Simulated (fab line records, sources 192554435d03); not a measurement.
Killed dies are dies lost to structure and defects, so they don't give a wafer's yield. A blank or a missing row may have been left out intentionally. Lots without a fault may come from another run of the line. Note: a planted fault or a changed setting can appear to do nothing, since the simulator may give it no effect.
Which tool is to blame? + flow n5-finfet + 24 lots with 72 wafers sampled at 6 steps, on a route of 1938 steps

## WHAT EACH GAUGE READ, for each wafer
The record holds no reading of a measuring or inspecting step that can be judged against a usual standard deviation.

## WHAT TOOL EACH LOT RAN ON (gives the tool, then ch and the chambers of the sampled wafers, and finally the start)
| lot  | N5_BEOL_M3_ANNEAL_80         | N5_BEOL_M3_SPUTTER_81        | N5_BEOL_M3_PRE_CLEAN_60          | N5_BEOL_M4_ETCH_63                 | N5_BEOL_M4_STRIP_19                | N5_BEOL_M4_ETCH_77                 |
|------|------------------------------|------------------------------|----------------------------------|------------------------------------|------------------------------------|------------------------------------|
| L074 | pvd-sputter-01, day 7 00:23  | pvd-sputter-01, day 7 00:31  | cvd-co-02 ch 0,2, day 7 02:40    | rie-diel-02 ch 1,2, day 7 05:53    | rie-diel-01 ch 0,1,3, day 7 06:12  | rie-diel-02 ch 0,1,2, day 7 06:44  |
| L075 | pvd-sputter-01, day 7 11:31  | pvd-sputter-01, day 7 11:39  | cvd-co-02 ch 0,1, day 7 13:48    | rie-diel-01 ch 0,1, day 7 15:55    | rie-diel-02 ch 0,2, day 7 16:25    | rie-diel-01 ch 0,1, day 7 16:59    |
| L078 | pvd-sputter-01, day 8 01:55  | pvd-sputter-01, day 8 02:04  | cvd-co-01 ch 0,2, day 8 04:12    | rie-diel-01 ch 0,2, day 8 05:50    | rie-diel-02 ch 1,2,3, day 8 06:08  | rie-diel-01 ch 0,1,2, day 8 06:56  |
| L076 | pvd-sputter-02, day 8 02:55  | pvd-sputter-02, day 8 03:04  | cvd-co-02 ch 0,2, day 8 05:13    | rie-diel-01 ch 1,3, day 8 06:43    | rie-diel-06 ch 1,3, day 8 07:02    | rie-diel-02 ch 0,2,3, day 8 07:35  |
| L077 | pvd-sputter-03, day 8 03:01  | pvd-sputter-03, day 8 03:10  | cvd-co-01 ch 0,1,2, day 8 05:19  | rie-diel-02 ch 0,1,2, day 8 06:56  | rie-diel-06 ch 0,1,3, day 8 07:15  | rie-diel-02 ch 1,2,3, day 8 07:55  |
| L079 | pvd-sputter-01, day 8 06:14  | pvd-sputter-01, day 8 06:23  | cvd-co-02 ch 0,1,2, day 8 08:31  | rie-diel-02 ch 0,2,3, day 8 11:29  | rie-diel-02 ch 0,1,2, day 8 11:53  | rie-diel-06 ch 0,1,3, day 8 12:34  |
| L080 | pvd-sputter-03, day 8 16:11  | pvd-sputter-03, day 8 16:19  | cvd-co-02 ch 0,2, day 8 18:48    | rie-diel-01 ch 1,3, day 8 20:59    | rie-diel-06 ch 1,2,3, day 8 21:18  | rie-diel-06 ch 1,2, day 8 21:59    |
| L081 | pvd-sputter-03, day 9 03:58  | pvd-sputter-03, day 9 04:07  | cvd-co-01 ch 0,2, day 9 06:16    | rie-diel-06 ch 0,2,3, day 9 07:38  | rie-diel-01 ch 0,1,2, day 9 07:56  | rie-diel-01 ch 1,2, day 9 08:29    |
| L083 | pvd-sputter-02, day 9 07:01  | pvd-sputter-02, day 9 07:09  | cvd-co-02 ch 1,2, day 9 09:19    | rie-diel-06 ch 1,2, day 9 10:32    | rie-diel-01 ch 0,1,2, day 9 10:51  | rie-diel-01 ch 2,3, day 9 11:31    |
| L082 | pvd-sputter-01, day 9 07:20  | pvd-sputter-01, day 9 07:28  | cvd-co-02 ch 1,2, day 9 09:38    | rie-diel-02 ch 1,2, day 9 12:10    | rie-diel-02 ch 1,3, day 9 12:29    | rie-diel-01 ch 1,2, day 9 13:05    |
| L084 | pvd-sputter-01, day 9 13:51  | pvd-sputter-01, day 9 13:59  | cvd-co-02 ch 0,1,2, day 9 16:08  | rie-diel-02 ch 1,2,3, day 9 17:16  | rie-diel-02 ch 0,2,3, day 9 17:35  | rie-diel-01 ch 1,2,3, day 9 18:19  |
| L085 | pvd-sputter-03, day 10 08:37 | pvd-sputter-03, day 10 08:45 | cvd-co-01 ch 1,2, day 10 10:54   | rie-diel-01 ch 0,1,3, day 10 14:08 | rie-diel-01 ch 0,1,2, day 10 14:38 | rie-diel-01 ch 1,3, day 10 16:35   |
| L086 | pvd-sputter-01, day 10 10:40 | pvd-sputter-01, day 10 10:48 | cvd-co-02 ch 0,2, day 10 12:59   | rie-diel-06 ch 0,3, day 10 16:28   | rie-diel-06 ch 1,2,3, day 10 17:02 | rie-diel-02 ch 2,3, day 10 18:24   |
| L087 | pvd-sputter-02, day 10 12:23 | pvd-sputter-02, day 10 12:32 | cvd-co-02 ch 0,2, day 10 14:40   | rie-diel-06 ch 1,2,3, day 10 16:49 | rie-diel-01 ch 0,2, day 10 17:14   | rie-diel-02 ch 0,2,3, day 10 18:31 |
| L088 | pvd-sputter-01, day 10 19:50 | pvd-sputter-01, day 10 19:59 | cvd-co-02 ch 0,2, day 10 22:46   | rie-diel-02 ch 0,1, day 11 00:23   | rie-diel-02 ch 0,2, day 11 00:42   | rie-diel-06 ch 1,2, day 11 01:22   |
| L089 | pvd-sputter-01, day 10 21:43 | pvd-sputter-01, day 10 21:52 | cvd-co-01 ch 0,1, day 11 00:00   | rie-diel-02 ch 0,1,2, day 11 01:10 | rie-diel-02 ch 0,1,3, day 11 01:29 | rie-diel-01 ch 0,2,3, day 11 02:33 |
| L090 | pvd-sputter-02, day 11 00:49 | pvd-sputter-02, day 11 00:58 | cvd-co-02 ch 0,1, day 11 03:06   | rie-diel-01 ch 0,1,2, day 11 06:16 | rie-diel-01 ch 1,2, day 11 06:34   | rie-diel-01 ch 0,1,2, day 11 07:11 |
| L092 | pvd-sputter-02, day 11 14:22 | pvd-sputter-02, day 11 14:31 | cvd-co-01 ch 1,2, day 11 17:00   | rie-diel-01 ch 1,2, day 11 20:46   | rie-diel-02 ch 0,1,2, day 11 21:06 | rie-diel-06 ch 0,3, day 11 21:46   |
| L091 | pvd-sputter-01, day 11 17:55 | pvd-sputter-01, day 11 18:04 | cvd-co-02 ch 1,2, day 11 20:12   | rie-diel-06 ch 0,1,2, day 11 22:00 | rie-diel-02 ch 1,2,3, day 11 22:28 | rie-diel-06 ch 1,3, day 11 23:08   |
| L093 | pvd-sputter-03, day 12 01:06 | pvd-sputter-03, day 12 01:14 | cvd-co-02 ch 0,1,2, day 12 03:25 | rie-diel-01 ch 1,2,3, day 12 05:06 | rie-diel-02 ch 0,2,3, day 12 05:25 | rie-diel-02 ch 0,1,2, day 12 05:58 |
| L095 | pvd-sputter-02, day 12 10:23 | pvd-sputter-02, day 12 10:32 | cvd-co-02 ch 0,1,2, day 12 12:41 | rie-diel-06 ch 0,2,3, day 12 17:03 | rie-diel-06 ch 0,1,2, day 12 17:22 | rie-diel-01 ch 0,1,2, day 12 17:55 |
| L094 | pvd-sputter-01, day 12 18:29 | pvd-sputter-01, day 12 18:37 | cvd-co-01 ch 0,1, day 12 20:46   | rie-diel-02 ch 1,2, day 12 22:26   | rie-diel-02 ch 0,1,2, day 12 22:50 | rie-diel-02 ch 0,1,3, day 12 23:31 |
| L096 | pvd-sputter-02, day 12 18:53 | pvd-sputter-02, day 12 19:02 | cvd-co-01 ch 0,1,2, day 12 21:10 | rie-diel-06 ch 0,2, day 12 23:28   | rie-diel-02 ch 0,1, day 12 23:52   | rie-diel-06 ch 0,3, day 13 00:25   |
| L097 | pvd-sputter-03, day 12 19:10 | pvd-sputter-03, day 12 19:19 | cvd-co-01 ch 0,2, day 12 21:28   | rie-diel-02 ch 2,3, day 12 23:38   | rie-diel-01 ch 1,2, day 13 00:02   | rie-diel-01 ch 0,1,3, day 13 00:40 |
- N5_BEOL_M3_ANNEAL_80: time 240 s.
- N5_BEOL_M3_SPUTTER_81: material Cu, target thk 4.5 nm, time 8.29 s.
- N5_BEOL_M3_PRE_CLEAN_60: time 15 s.
- N5_BEOL_M4_ETCH_63: etches SiARC in CF4, target depth 15.6 nm, time 26 s.
- N5_BEOL_M4_STRIP_19: strips in O2.
- N5_BEOL_M4_ETCH_77: etches underlayer in N2/H2, target depth 6.5 nm, time 5.2 s.

## WHAT THE TOOLS THEMSELVES READ (means of the sampled wafers that have a number; where no wafer has one, the mark that the record gives instead)
N5_BEOL_M3_ANNEAL_80. Usual: heater-power-w 780 W, standard deviation 84.
| lot  | tool           | heater-power-w (W) | flag |
|------|----------------|--------------------|------|
| L074 | pvd-sputter-01 | 765                |      |
| L075 | pvd-sputter-01 | 779                |      |
| L078 | pvd-sputter-01 | 722                |      |
| L076 | pvd-sputter-02 | 847                |      |
| L077 | pvd-sputter-03 | 808                |      |
| L079 | pvd-sputter-01 | 783                |      |
| L080 | pvd-sputter-03 | 828                |      |
| L081 | pvd-sputter-03 | 790                |      |
| L083 | pvd-sputter-02 | 722                |      |
| L082 | pvd-sputter-01 | 792                |      |
| L084 | pvd-sputter-01 | 779                |      |
| L085 | pvd-sputter-03 | 834                |      |
| L086 | pvd-sputter-01 | 753                |      |
| L087 | pvd-sputter-02 | 871                |      |
| L088 | pvd-sputter-01 | 731                |      |
| L089 | pvd-sputter-01 | 779                |      |
| L090 | pvd-sputter-02 | 839                |      |
| L092 | pvd-sputter-02 | 832                |      |
| L091 | pvd-sputter-01 | 691                |      |
| L093 | pvd-sputter-03 | 806                |      |
| L095 | pvd-sputter-02 | 819                |      |
| L094 | pvd-sputter-01 | 750                |      |
| L096 | pvd-sputter-02 | 709                |      |
| L097 | pvd-sputter-03 | 803                |      |

N5_BEOL_M3_SPUTTER_81. Usual: chuck-sensor-temp-C -16.2 C, standard deviation 0.45; throttle-valve-pct 30.0 %, standard deviation 0.64.
| lot  | tool           | chuck-sensor-temp-C (C) | throttle-valve-pct (%) | flag |
|------|----------------|-------------------------|------------------------|------|
| L074 | pvd-sputter-01 | -16.3                   | 30.0                   |      |
| L075 | pvd-sputter-01 | -16.4                   | 30.1                   |      |
| L078 | pvd-sputter-01 | -16.7                   | 29.8                   |      |
| L076 | pvd-sputter-02 | -16.0                   | 30.1                   |      |
| L077 | pvd-sputter-03 | -16.0                   | 29.9                   |      |
| L079 | pvd-sputter-01 | -16.3                   | 30.2                   |      |
| L080 | pvd-sputter-03 | -16.1                   | 30.0                   |      |
| L081 | pvd-sputter-03 | -15.9                   | 30.5                   |      |
| L083 | pvd-sputter-02 | -16.3                   | 30.5                   |      |
| L082 | pvd-sputter-01 | -15.9                   | 30.5                   |      |
| L084 | pvd-sputter-01 | -16.3                   | 30.1                   |      |
| L085 | pvd-sputter-03 | -16.2                   | 29.7                   |      |
| L086 | pvd-sputter-01 | -16.5                   | 30.4                   |      |
| L087 | pvd-sputter-02 | -16.1                   | 29.2                   |      |
| L088 | pvd-sputter-01 | -16.4                   | 29.7                   |      |
| L089 | pvd-sputter-01 | -16.3                   | 30.3                   |      |
| L090 | pvd-sputter-02 | -16.1                   | 30.3                   |      |
| L092 | pvd-sputter-02 | -16.3                   | 30.3                   |      |
| L091 | pvd-sputter-01 | -16.5                   | 30.0                   |      |
| L093 | pvd-sputter-03 | -15.6                   | 30.0                   |      |
| L095 | pvd-sputter-02 | -16.3                   | 30.3                   |      |
| L094 | pvd-sputter-01 | -16.6                   | 29.8                   |      |
| L096 | pvd-sputter-02 | -16.0                   | 29.8                   |      |
| L097 | pvd-sputter-03 | -15.9                   | 30.4                   |      |

N5_BEOL_M3_PRE_CLEAN_60. Usual: heater-power-w 75 W, standard deviation 15.
| lot  | tool      | heater-power-w (W) | flag |
|------|-----------|--------------------|------|
| L074 | cvd-co-02 | 74                 |      |
| L075 | cvd-co-02 | 59                 |      |
| L078 | cvd-co-01 | 86                 |      |
| L076 | cvd-co-02 | 61                 |      |
| L077 | cvd-co-01 | 80                 |      |
| L079 | cvd-co-02 | 74                 |      |
| L080 | cvd-co-02 | 60                 |      |
| L081 | cvd-co-01 | 84                 |      |
| L083 | cvd-co-02 | 86                 |      |
| L082 | cvd-co-02 | 83                 |      |
| L084 | cvd-co-02 | 71                 |      |
| L085 | cvd-co-01 | 74                 |      |
| L086 | cvd-co-02 | 74                 |      |
| L087 | cvd-co-02 | 61                 |      |
| L088 | cvd-co-02 | 75                 |      |
| L089 | cvd-co-01 | 76                 |      |
| L090 | cvd-co-02 | 58                 |      |
| L092 | cvd-co-01 | 82                 |      |
| L091 | cvd-co-02 | 84                 |      |
| L093 | cvd-co-02 | 71                 |      |
| L095 | cvd-co-02 | 73                 |      |
| L094 | cvd-co-01 | 77                 |      |
| L096 | cvd-co-01 | 80                 |      |
| L097 | cvd-co-01 | 85                 |      |

N5_BEOL_M4_ETCH_63. Usual: drypump-motor-current-A 5.6 A, standard deviation 0.51; etch-rf-on-time-s 25.6 s, standard deviation 0.67; oes-product-au 0.70 a.u., standard deviation 0.073; rf-vpp-V 183.9 V, standard deviation 1.4; showerhead-plenum-p-Torr 2.14 Torr, standard deviation 0.076; throttle-valve-pct 15.61 %, standard deviation 0.21.
| lot  | tool        | drypump-motor-current-A (A) | etch-rf-on-time-s (s) | oes-product-au (a.u.) | rf-vpp-V (V) | showerhead-plenum-p-Torr (Torr) | throttle-valve-pct (%) | flag |
|------|-------------|-----------------------------|-----------------------|-----------------------|--------------|---------------------------------|------------------------|------|
| L074 | rie-diel-02 | 6.1                         | 26.0                  | 0.71                  | 183.8        | 2.12                            | 15.47                  |      |
| L075 | rie-diel-01 | 4.9                         | 26.5                  | 0.62                  | 183.0        | 2.07                            | 15.84                  |      |
| L078 | rie-diel-01 | 5.7                         | 26.4                  | 0.74                  | 184.3        | 2.17                            | 15.47                  |      |
| L076 | rie-diel-01 | 5.1                         | 26.2                  | 0.67                  | 183.3        | 2.07                            | 15.78                  |      |
| L077 | rie-diel-02 | 5.9                         | 25.8                  | 0.73                  | 183.9        | 2.19                            | 15.48                  |      |
| L079 | rie-diel-02 | 5.8                         | 25.5                  | 0.79                  | 183.9        | 2.20                            | 15.48                  |      |
| L080 | rie-diel-01 | 5.3                         | 26.3                  | 0.71                  | 183.5        | 2.08                            | 15.59                  |      |
| L081 | rie-diel-06 | 5.6                         | 24.7                  | 0.68                  | 183.8        | 2.17                            | 15.69                  |      |
| L083 | rie-diel-06 | 5.8                         | 25.2                  | 0.67                  | 184.8        | 2.16                            | 15.80                  |      |
| L082 | rie-diel-02 | 5.9                         | 25.4                  | 0.72                  | 183.6        | 2.15                            | 15.49                  |      |
| L084 | rie-diel-02 | 6.1                         | 25.4                  | 0.74                  | 182.8        | 2.12                            | 15.51                  |      |
| L085 | rie-diel-01 | 5.0                         | 26.8                  | 0.64                  | 183.1        | 2.08                            | 15.67                  |      |
| L086 | rie-diel-06 | 5.6                         | 24.6                  | 0.70                  | 184.0        | 2.13                            | 15.59                  |      |
| L087 | rie-diel-06 | 5.8                         | 24.9                  | 0.69                  | 183.9        | 2.12                            | 15.69                  |      |
| L088 | rie-diel-02 | 5.8                         | 25.3                  | 0.71                  | 184.6        | 2.20                            | 15.53                  |      |
| L089 | rie-diel-02 | 5.9                         | 25.8                  | 0.70                  | 184.1        | 2.18                            | 15.53                  |      |
| L090 | rie-diel-01 | 5.3                         | 26.3                  | 0.65                  | 183.6        | 2.11                            | 15.71                  |      |
| L092 | rie-diel-01 | 5.4                         | 26.1                  | 0.65                  | 183.1        | 2.09                            | 15.87                  |      |
| L091 | rie-diel-06 | 5.9                         | 25.3                  | 0.69                  | 184.9        | 2.18                            | 15.62                  |      |
| L093 | rie-diel-01 | 5.5                         | 25.9                  | 0.69                  | 183.0        | 2.10                            | 15.67                  |      |
| L095 | rie-diel-06 | 5.6                         | 25.1                  | 0.65                  | 184.5        | 2.17                            | 15.74                  |      |
| L094 | rie-diel-02 | 6.1                         | 25.7                  | 0.66                  | 183.1        | 2.10                            | 15.57                  |      |
| L096 | rie-diel-06 | 5.7                         | 25.0                  | 0.67                  | 185.0        | 2.23                            | 15.66                  |      |
| L097 | rie-diel-02 | 5.9                         | 25.5                  | 0.73                  | 183.9        | 2.15                            | 15.55                  |      |

N5_BEOL_M4_STRIP_19. Usual: drypump-motor-current-A 5.7 A, standard deviation 0.49; oes-product-au 0.83 a.u., standard deviation 0.079; rf-vpp-V 3.6 V, standard deviation 0.49; showerhead-plenum-p-Torr 2.09 Torr, standard deviation 0.08; throttle-valve-pct 16.63 %, standard deviation 0.24.
| lot  | tool        | drypump-motor-current-A (A) | oes-product-au (a.u.) | rf-vpp-V (V) | showerhead-plenum-p-Torr (Torr) | throttle-valve-pct (%) | flag |
|------|-------------|-----------------------------|-----------------------|--------------|---------------------------------|------------------------|------|
| L074 | rie-diel-01 | 5.0                         | 0.79                  | 3.6          | 2.04                            | 16.71                  |      |
| L075 | rie-diel-02 | 5.6                         | 0.90                  | 3.6          | 2.21                            | 16.53                  |      |
| L078 | rie-diel-02 | 6.1                         | 0.90                  | 3.9          | 2.07                            | 16.51                  |      |
| L076 | rie-diel-06 | 5.8                         | 0.85                  | 3.3          | 2.03                            | 16.60                  |      |
| L077 | rie-diel-06 | 5.8                         | 0.86                  | 3.7          | 2.10                            | 16.53                  |      |
| L079 | rie-diel-02 | 5.9                         | 0.86                  | 3.7          | 2.14                            | 16.54                  |      |
| L080 | rie-diel-06 | 5.8                         | 0.81                  | 3.9          | 2.08                            | 16.73                  |      |
| L081 | rie-diel-01 | 5.3                         | 0.79                  | 2.9          | 2.07                            | 16.73                  |      |
| L083 | rie-diel-01 | 5.3                         | 0.79                  | 3.7          | 2.07                            | 16.75                  |      |
| L082 | rie-diel-02 | 6.3                         | 0.83                  | 3.5          | 2.03                            | 16.55                  |      |
| L084 | rie-diel-02 | 5.8                         | 0.90                  | 3.4          | 2.14                            | 16.53                  |      |
| L085 | rie-diel-01 | 5.3                         | 0.78                  | 3.9          | 2.07                            | 16.77                  |      |
| L086 | rie-diel-06 | 5.8                         | 0.79                  | 3.2          | 2.07                            | 16.77                  |      |
| L087 | rie-diel-01 | 5.2                         | 0.78                  | 3.5          | 2.08                            | 16.53                  |      |
| L088 | rie-diel-02 | 5.7                         | 0.86                  | 3.6          | 2.16                            | 16.56                  |      |
| L089 | rie-diel-02 | 6.0                         | 0.84                  | 3.8          | 2.10                            | 16.58                  |      |
| L090 | rie-diel-01 | 5.8                         | 0.84                  | 3.9          | 2.09                            | 16.74                  |      |
| L092 | rie-diel-02 | 5.8                         | 0.81                  | 3.2          | 2.13                            | 16.59                  |      |
| L091 | rie-diel-02 | 6.1                         | 0.83                  | 3.8          | 2.06                            | 16.59                  |      |
| L093 | rie-diel-02 | 5.8                         | 0.86                  | 3.3          | 2.13                            | 16.59                  |      |
| L095 | rie-diel-06 | 5.9                         | 0.80                  | 3.7          | 2.14                            | 16.73                  |      |
| L094 | rie-diel-02 | 5.9                         | 0.81                  | 4.3          | 2.12                            | 16.63                  |      |
| L096 | rie-diel-02 | 6.0                         | 0.77                  | 4.0          | 2.09                            | 16.66                  |      |
| L097 | rie-diel-01 | 5.4                         | 0.75                  | 3.4          | 2.05                            | 17.04                  |      |

N5_BEOL_M4_ETCH_77. Usual: drypump-motor-current-A 5.6 A, standard deviation 0.53; etch-rf-on-time-s 5.15 s, standard deviation 0.14; oes-product-au 0.70 a.u., standard deviation 0.076; rf-vpp-V 523.5 V, standard deviation 2.6; showerhead-plenum-p-Torr 2.53 Torr, standard deviation 0.088; throttle-valve-pct 17.9 %, standard deviation 0.31.
| lot  | tool        | drypump-motor-current-A (A) | etch-rf-on-time-s (s) | oes-product-au (a.u.) | rf-vpp-V (V) | showerhead-plenum-p-Torr (Torr) | throttle-valve-pct (%) | flag |
|------|-------------|-----------------------------|-----------------------|-----------------------|--------------|---------------------------------|------------------------|------|
| L074 | rie-diel-02 | 5.9                         | 5.06                  | 0.75                  | 524.9        | 2.59                            | 17.7                   |      |
| L075 | rie-diel-01 | 4.9                         | 5.25                  | 0.62                  | 522.7        | 2.48                            | 18.2                   |      |
| L078 | rie-diel-01 | 5.3                         | 5.34                  | 0.67                  | 523.6        | 2.52                            | 17.9                   |      |
| L076 | rie-diel-02 | 5.8                         | 5.03                  | 0.80                  | 524.6        | 2.60                            | 17.7                   |      |
| L077 | rie-diel-02 | 6.1                         | 5.11                  | 0.76                  | 522.9        | 2.52                            | 17.7                   |      |
| L079 | rie-diel-06 | 5.9                         | 4.96                  | 0.74                  | 523.8        | 2.55                            | 17.7                   |      |
| L080 | rie-diel-06 | 6.0                         | 5.01                  | 0.74                  | 523.9        | 2.53                            | 17.8                   |      |
| L081 | rie-diel-01 | 5.8                         | 5.31                  | 0.73                  | 523.2        | 2.54                            | 18.0                   |      |
| L083 | rie-diel-01 | 5.7                         | 5.18                  | 0.77                  | 522.6        | 2.50                            | 17.7                   |      |
| L082 | rie-diel-01 | 5.8                         | 5.22                  | 0.73                  | 523.2        | 2.54                            | 18.0                   |      |
| L084 | rie-diel-01 | 5.5                         | 5.29                  | 0.71                  | 523.6        | 2.50                            | 18.0                   |      |
| L085 | rie-diel-01 | 5.3                         | 5.24                  | 0.69                  | 521.4        | 2.45                            | 18.0                   |      |
| L086 | rie-diel-02 | 5.9                         | 5.12                  | 0.75                  | 524.5        | 2.56                            | 17.8                   |      |
| L087 | rie-diel-02 | 5.8                         | 5.08                  | 0.75                  | 524.3        | 2.59                            | 17.8                   |      |
| L088 | rie-diel-06 | 6.0                         | 4.98                  | 0.72                  | 523.6        | 2.53                            | 17.8                   |      |
| L089 | rie-diel-01 | 5.4                         | 5.27                  | 0.70                  | 522.6        | 2.52                            | 17.8                   |      |
| L090 | rie-diel-01 | 5.3                         | 5.24                  | 0.65                  | 522.0        | 2.51                            | 18.0                   |      |
| L092 | rie-diel-06 | 5.6                         | 4.89                  | 0.69                  | 524.3        | 2.53                            | 17.9                   |      |
| L091 | rie-diel-06 | 6.0                         | 5.02                  | 0.73                  | 522.1        | 2.47                            | 17.7                   |      |
| L093 | rie-diel-02 | 5.9                         | 5.14                  | 0.69                  | 524.6        | 2.57                            | 17.8                   |      |
| L095 | rie-diel-01 | 5.3                         | 5.31                  | 0.64                  | 522.0        | 2.51                            | 18.0                   |      |
| L094 | rie-diel-02 | 6.0                         | 5.14                  | 0.70                  | 523.9        | 2.53                            | 17.8                   |      |
| L096 | rie-diel-06 | 5.7                         | 4.91                  | 0.69                  | 526.0        | 2.60                            | 17.8                   |      |
| L097 | rie-diel-01 | 5.0                         | 5.24                  | 0.64                  | 521.0        | 2.46                            | 18.0                   |      |

## THE ANSWER, worked out from the rows above alone
Rule: a lot counts as off when the mean over its wafers that have a number is more than 3 standard deviations away from the usual mean. Also off: a lot with no number at a reading for which 4 or more lots have one. The other lots that the step has rows for count as sound. First the gauges in route order, then the tools' own readings, where a lot's mean is used as printed above. At the first step where some lot is off, the reading lying furthest off is the one used; lots without a number count as furthest.
No lot is off at any reading shown: from this, nothing can be told.

## WHAT THE SIMULATOR PUT IN
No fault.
